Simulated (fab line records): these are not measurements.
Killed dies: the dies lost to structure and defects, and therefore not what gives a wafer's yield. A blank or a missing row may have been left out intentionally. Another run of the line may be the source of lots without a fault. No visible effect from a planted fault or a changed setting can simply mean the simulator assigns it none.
Chamber matching    flow nand_harc    NHARC_A_WL_FILL_ALD_00 on ald_hk-03: 4 sister chambers
The step deposits Al2O3, target thk 3 nm, pulse time 3 s, ald cycles 30. 7 wafers are shown with their chamber, then 7 later ones without.

## WAFERS PAIRED WITH THEIR CHAMBERS
wafer   chamber  heater_power_outer_w (W)  heater_power_w (W)
L087.2  2        235                       458
L087.3  1        269                       448
L091.2  0        299                       576
L091.3  2        237                       453
L091.4  3        298                       486
L092.1  1        269                       460
L092.2  3        300                       500

## WAFERS WITH NO CHAMBER GIVEN
wafer   heater_power_outer_w (W)  heater_power_w (W)
L092.5  270                       457
L093.2  300                       494
L093.4  266                       452
L093.5  263                       459
L097.2  292                       501
L097.3  305                       588
L097.4  242                       464

## CHAMBER TAKEN BY EACH
wafer   from the rows above  in truth
L092.5  1                    1
L093.2  3                    3
L093.4  1                    1
L093.5  1                    1
L097.2  3                    3
L097.3  0                    0
L097.4  2                    2
Correct placement for 7 of the 7. Can't be placed from these rows: 0. 0 placed wrongly.
How it was worked out, from the rows above alone: a wafer's distance from a chamber is the root of the sum, over the readings, of the square of ((its reading less the chamber's mean) divided by the reading's scatter). If the next closest chamber is less than 2 further off than the closest, the wafer can't be placed; otherwise it belongs to the closest. For every chamber, the mean is computed from those of its wafers that are shown. The scatter: the root of (the sum of the squares of (reading less its chamber's mean) over the shown wafers, divided by (wafers less chambers)).
